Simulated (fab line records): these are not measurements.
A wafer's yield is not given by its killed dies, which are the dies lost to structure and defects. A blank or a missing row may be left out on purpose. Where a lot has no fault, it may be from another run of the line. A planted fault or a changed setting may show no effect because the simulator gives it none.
Chamber matching :: flow n5-finfet :: rie-diel-02 running N5_BEOL_M14_DESCUM_33: 4 sister chambers
The step chemistry O2, time 7.9 s. 16 wafers are shown with their chamber, then 8 later ones without.

## WAFERS PAIRED WITH THEIR CHAMBERS
wafer: L074.1
chamber: 0
drypump-motor-current-A (A): 5.9
throttle-valve-pct (%): 20.40
showerhead-plenum-p-Torr (Torr): 2.16

wafer: L074.3
chamber: 2
drypump-motor-current-A (A): 4.9
throttle-valve-pct (%): 20.47
showerhead-plenum-p-Torr (Torr): 2.17

wafer: L074.6
chamber: 3
drypump-motor-current-A (A): 5.2
throttle-valve-pct (%): 20.48
showerhead-plenum-p-Torr (Torr): 2.02

wafer: L077.2
chamber: 2
drypump-motor-current-A (A): 4.8
throttle-valve-pct (%): 20.50
showerhead-plenum-p-Torr (Torr): 2.17

wafer: L077.3
chamber: 1
drypump-motor-current-A (A): 5.7
throttle-valve-pct (%): 20.25
showerhead-plenum-p-Torr (Torr): 1.97

wafer: L077.6
chamber: 2
drypump-motor-current-A (A): 4.8
throttle-valve-pct (%): 20.49
showerhead-plenum-p-Torr (Torr): 2.17

wafer: L076.4
chamber: 2
drypump-motor-current-A (A): 4.8
throttle-valve-pct (%): 20.50
showerhead-plenum-p-Torr (Torr): 2.17

wafer: L076.5
chamber: 3
drypump-motor-current-A (A): 5.2
throttle-valve-pct (%): 20.51
showerhead-plenum-p-Torr (Torr): 2.02

wafer: L076.6
chamber: 1
drypump-motor-current-A (A): 5.7
throttle-valve-pct (%): 20.25
showerhead-plenum-p-Torr (Torr): 1.97

wafer: L082.3
chamber: 2
drypump-motor-current-A (A): 4.8
throttle-valve-pct (%): 20.51
showerhead-plenum-p-Torr (Torr): 2.16

wafer: L082.5
chamber: 3
drypump-motor-current-A (A): 5.2
throttle-valve-pct (%): 20.53
showerhead-plenum-p-Torr (Torr): 2.01

wafer: L082.6
chamber: 0
drypump-motor-current-A (A): 5.9
throttle-valve-pct (%): 20.26
showerhead-plenum-p-Torr (Torr): 2.16

wafer: L089.1
chamber: 3
drypump-motor-current-A (A): 5.2
throttle-valve-pct (%): 20.56
showerhead-plenum-p-Torr (Torr): 2.01

wafer: L089.3
chamber: 1
drypump-motor-current-A (A): 5.7
throttle-valve-pct (%): 20.00
showerhead-plenum-p-Torr (Torr): 2.22

wafer: L089.5
chamber: 2
drypump-motor-current-A (A): 4.8
throttle-valve-pct (%): 20.54
showerhead-plenum-p-Torr (Torr): 2.16

wafer: L091.2
chamber: 2
drypump-motor-current-A (A): 4.8
throttle-valve-pct (%): 20.53
showerhead-plenum-p-Torr (Torr): 2.16

SIGNATURES (averages over the wafers above)
reading: drypump-motor-current-A
chamber 0: 5.900
chamber 1: 5.700
chamber 2: 4.814
chamber 3: 5.200
scatter within a chamber: 0.0267

reading: throttle-valve-pct
chamber 0: 20.3300
chamber 1: 20.1667
chamber 2: 20.5057
chamber 3: 20.5200
scatter within a chamber: 0.0697

reading: showerhead-plenum-p-Torr
chamber 0: 2.1600
chamber 1: 2.0533
chamber 2: 2.1657
chamber 3: 2.0150
scatter within a chamber: 0.0591
Rule: distance of a wafer from a chamber = root of the sum over the readings of ((wafer's reading minus chamber's mean) / reading's scatter) squared. The wafer belongs to the nearest chamber; if the next one is less than 2 further off, it can't be placed. The scatter is the square root of a quotient: the sum, over the shown wafers, of each reading's squared deviation from its chamber's mean, divided by wafers minus chambers.

## WAFERS MISSING THEIR CHAMBER
wafer: L091.4
drypump-motor-current-A (A): 5.7
throttle-valve-pct (%): 20.01
showerhead-plenum-p-Torr (Torr): 2.22

wafer: L091.6
drypump-motor-current-A (A): 5.7
throttle-valve-pct (%): 20.03
showerhead-plenum-p-Torr (Torr): 2.22

wafer: L093.2
drypump-motor-current-A (A): 4.8
throttle-valve-pct (%): 20.54
showerhead-plenum-p-Torr (Torr): 2.16

wafer: L093.4
drypump-motor-current-A (A): 5.9
throttle-valve-pct (%): 20.33
showerhead-plenum-p-Torr (Torr): 2.15

wafer: L093.5
drypump-motor-current-A (A): 5.7
throttle-valve-pct (%): 20.01
showerhead-plenum-p-Torr (Torr): 2.22

wafer: L096.2
drypump-motor-current-A (A): 5.2
throttle-valve-pct (%): 20.59
showerhead-plenum-p-Torr (Torr): 2.00

wafer: L096.4
drypump-motor-current-A (A): 4.8
throttle-valve-pct (%): 20.25
showerhead-plenum-p-Torr (Torr): 2.15

wafer: L096.5
drypump-motor-current-A (A): 5.9
throttle-valve-pct (%): 20.34
showerhead-plenum-p-Torr (Torr): 2.14

## WHICH CHAMBER EACH WENT THROUGH
wafer: L091.4
from the rows above: 1
in truth: 1

wafer: L091.6
from the rows above: 1
in truth: 1

wafer: L093.2
from the rows above: 2
in truth: 2

wafer: L093.4
from the rows above: 0
in truth: 0

wafer: L093.5
from the rows above: 1
in truth: 1

wafer: L096.2
from the rows above: 3
in truth: 3

wafer: L096.4
from the rows above: 2
in truth: 2

wafer: L096.5
from the rows above: 0
in truth: 0
Correctly placed: 8 of 8. Not placeable from these rows: 0. Placed wrongly: 0.
